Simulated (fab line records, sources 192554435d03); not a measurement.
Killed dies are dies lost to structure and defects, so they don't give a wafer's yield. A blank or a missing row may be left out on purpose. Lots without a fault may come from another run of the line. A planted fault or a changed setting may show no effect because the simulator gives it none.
Chamber matching | flow n5_finfet | N5_BEOL_M10_ILD_DEP_00 on pecvd-04: 3 sister chambers
The step deposits SiCOH lowk from DEMS/porogen, target thk 308.51 nm, time 58 s. 3 wafers are shown with their chamber, then 12 later ones without.

WAFERS WITH THEIR CHAMBER
wafer  | chamber | throttle_valve_pct (%)
L089.3 | 0       | 15.0
L092.4 | 1       | 13.8
L092.6 | 2       | 12.7

WAFERS WITHOUT THEIR CHAMBER
wafer  | throttle_valve_pct (%)
L091.1 | 12.7
L091.2 | 13.9
L091.3 | 14.7
L096.1 | 14.8
L096.2 | 13.6
L096.3 | 12.7
L096.4 | 14.8
L096.5 | 12.5
L096.6 | 13.7
L097.1 | 12.7
L097.3 | 14.8
L097.6 | 13.8

WHICH CHAMBER EACH WENT THROUGH
wafer  | from the rows above | in truth
L091.1 | 2                   | 2
L091.2 | 1                   | 1
L091.3 | 0                   | 0
L096.1 | 0                   | 0
L096.2 | 1                   | 1
L096.3 | 2                   | 2
L096.4 | 0                   | 0
L096.5 | 2                   | 2
L096.6 | 1                   | 1
L097.1 | 2                   | 2
L097.3 | 0                   | 0
L097.6 | 1                   | 1
Placed correctly: 12 of 12. Can't be placed from these rows: 0. Placed wrongly: 0.
How it was worked out, from the rows above alone: a wafer's distance from a chamber is the root of the sum, over the readings, of the square of ((its reading less the chamber's mean) divided by the reading's scatter). The wafer belongs to the nearest chamber; if the next one is less than 2 further off, it can't be placed. A chamber's mean is the mean of its shown wafers. The scatter: with one shown wafer a chamber, the root of the mean of the squares of how far each hidden wafer lies from its nearest shown one.
